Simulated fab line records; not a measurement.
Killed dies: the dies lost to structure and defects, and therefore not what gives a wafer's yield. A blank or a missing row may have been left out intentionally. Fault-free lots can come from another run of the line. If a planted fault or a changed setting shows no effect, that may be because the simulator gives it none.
Split-lot experiment ; flow n5Finfet ; on a route of 1938 steps: 7 lots, 21 wafers read

## ABOUT THE SPLIT
At N5_BEOL_M1_TRENCH_ETCH_37 (etches SiOC in C4F6/O2, target depth 55.207 nm, time 29 s), the setting sourceW was moved away from the recipe's 355 W on 7 of the 21 wafers read, by -13.8% to +16.9%. All remaining wafers had this setting at the recipe value.

## FROM THE SPLIT TO THE READING: what the file shows between them, 2 steps
- N5_BEOL_M1_ETCH_41: etches SiCN in CH3F/O2, target depth 31.9 nm, time 57.8 s
- N5_BEOL_M1_STRIP_97: strips in N2/H2, time 10 s

## THE READING
trenchDepthNm, in nm, at N5_BEOL_M1_OCD_MEAS_38. A value of 55.1 nm with a standard deviation of 0.91 nm is what fault-free wafers of this fab line usually give.

wafer;tool, chamber at the split;sourceW as run, W;against the recipe;trenchDepthNm, nm;against lot-mates on the recipe
L078.1;rieDiel-05, 3;355;recipe;55.8;-
L078.3;rieDiel-05, 1;355;recipe;54.6;-
L078.6;rieDiel-05, 1;355;recipe;54.7;-
L079.1;rieDiel-05, 2;325.3;-8.4%;53.1;-1.4
L079.3;rieDiel-05, 0;355;recipe;54.5;-
L079.6;rieDiel-05, 3;355;recipe;54.4;-
L081.3;rieDiel-05, 2;415.1;+16.9%;58.2;+4.1
L081.5;rieDiel-05, 0;415.1;+16.9%;57.4;+3.3
L081.6;rieDiel-05, 3;355;recipe;54.1;-
L088.1;rieDiel-05, 0;355;recipe;54.8;-
L088.3;rieDiel-05, 3;355;recipe;55.2;-
L088.4;rieDiel-05, 1;355;recipe;54.3;-
L090.2;rieDiel-05, 2;355;recipe;55.4;-
L090.4;rieDiel-05, 3;355;recipe;54.4;-
L090.5;rieDiel-05, 0;355;recipe;55.1;-
L092.1;rieDiel-04, 1;320.9;-9.6%;53.4;-0.3
L092.3;rieDiel-04, 3;320.9;-9.6%;50.8;-2.9
L092.5;rieDiel-04, 3;355;recipe;53.7;-
L095.1;rieDiel-04, 3;306.1;-13.8%;50.8;-5.4
L095.3;rieDiel-04, 0;306.1;-13.8%;52.3;-3.9
L095.6;rieDiel-04, 2;355;recipe;56.2;-

FIT RESULTS
A straight line over all 21 wafers: trenchDepthNm changes by +0.21 nm for each +1% of sourceW; r = +0.90; the points scatter about the line by 0.8 nm.
The same after taking each lot's own level away (the mean of its wafers on the recipe; 21 wafers): +0.244 nm for each +1%; r = +0.93; scatter 0.79 nm.
That fit puts the effect of the largest move of sourceW on the reading at 4.1 nm.
The lots' own levels span 53.70 to 56.20 nm, that is 2.7 times the standard deviation above.
So the lot-to-lot level changes the slope: the two fits differ.
Check: with one of the wafers moved furthest among these (+16.9%) left out of the fit, the line predicts +4.05 nm for it against its lot-mates. Against them it came out at +4.1 nm.
Tool readings at the split's step, against how far the setting was moved: rfVppV r = -0.94.

## THESE WAFERS: OTHER SPLITS
Note: prior to the reading, these wafers also went through further splits. Each is held against what the fit with the lots' levels taken away leaves over:
other split on the same wafers;wafers away from the commonest value;r with trenchDepthNm (lot level and that fit taken away)
N5_BEOL_M0_SAQP_PECVD_00 timeS;8;-0.02
N5_BEOL_M0_SAQP_PECVD_97 timeS;8;+0.26
N5_BEOL_M0_ETCH_138 sourceW;7;-0.14
N5_BEOL_M1_ETCH_70 timeS;4;-0.46

## THE WHOLE CHAIN: every reading that the file lists as answering this split, in the file's order
step;what it does;reading;change (the file's fit);r (the file's)
N5_BEOL_M1_TRENCH_ETCH_37;etches SiOC in C4F6/O2, target depth 55.207 nm, time 29 s;rfVppV;-3.17 V for each +1% of the setting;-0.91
N5_BEOL_M1_TRENCH_ETCH_37;etches SiOC in C4F6/O2, target depth 55.207 nm, time 29 s;BEOL_M1.featureDepthNm (the simulator's own value, which no gauge read);+0.216 nm for each +1% of the setting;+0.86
N5_BEOL_M1_TRENCH_ETCH_37;etches SiOC in C4F6/O2, target depth 55.207 nm, time 29 s;etch.depthNm (the simulator's own value, which no gauge read);+0.223 nm for each +1% of the setting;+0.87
N5_BEOL_M1_OCD_MEAS_38;;trenchDepthNm;+0.239 nm for each +1% of the setting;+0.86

## THE FILE'S OWN FIT
trenchDepthNm changes by +0.239 nm for each +1% of sourceW, r = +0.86.
